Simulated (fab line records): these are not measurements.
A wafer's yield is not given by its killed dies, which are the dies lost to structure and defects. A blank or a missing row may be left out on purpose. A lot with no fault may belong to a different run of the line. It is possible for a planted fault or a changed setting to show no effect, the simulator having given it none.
2 desks looking at one fault | flow nand_harc | only its own numbers are on each desk; what lay behind them is given at the end

== METROLOGY DESK ==
Means of the sampled wafers that have a number, per lot and without regard to the tool the lot ran on: this is what the gauges read. The brackets show how far a lot's mean lies from the usual mean; more than 4 standard deviations puts the lot out of limits, marked OUT.
Columns: A = thk_nm at NHARC_THIN_TSV_THK_MEAS_02, usual 3033 nm
lot  | first seen here | A
L125 | day 23 17:22    | 3091
L126 | day 23 19:46    | 3255
L128 | day 25 04:05    | 2793
L129 | day 25 12:14    | 2984
L131 | day 25 15:52    | 2630
L134 | day 27 04:33    | 3039
L132 | day 27 05:46    | 2775
L136 | day 28 13:46    | 2904
L135 | day 28 14:59    | 2852
L139 | day 29 12:14    | 2945
L144 | day 32 02:41    | 3102
L146 | day 32 13:21    | 3160
L145 | day 32 21:00    | 3341
This desk's finding: nothing out of limits on any of the 13 lots.

== FOR THE TOOL OWNER'S DESK: ald_sin_batch-02 ==
The tool's own readings at NHARC_A_CHANNEL_FILL_D2_ALD_15 (deposits SiNx, target thk 2 nm, pulse time 60 s, ald cycles 19): means of the sampled wafers that have a number, for each lot that ran on this tool. The brackets show how far a lot's mean lies from the usual mean; more than 4 standard deviations puts the lot out of limits, marked OUT.
Columns: A = precursor_pulse_height_rel at NHARC_A_CHANNEL_FILL_D2_ALD_15, usual 1.001
lot  | first seen here | A
L132 | day 17 05:35    | 0.988
L134 | day 17 05:35    | 0.995
L136 | day 18 16:47    | 0.994
L139 | day 19 17:34    | 1.014
L144 | day 21 17:11    | 1.005
L145 | day 22 12:29    | 1.010
L146 | day 22 12:29    | 0.994
This desk's finding: nothing out of limits on any of the 7 lots.

== PUT TOGETHER ==
From the metrology desk's view, nothing was out of limits.
The tool owner's desk saw nothing out of limits.

== WHAT THE SIMULATOR PUT IN ==
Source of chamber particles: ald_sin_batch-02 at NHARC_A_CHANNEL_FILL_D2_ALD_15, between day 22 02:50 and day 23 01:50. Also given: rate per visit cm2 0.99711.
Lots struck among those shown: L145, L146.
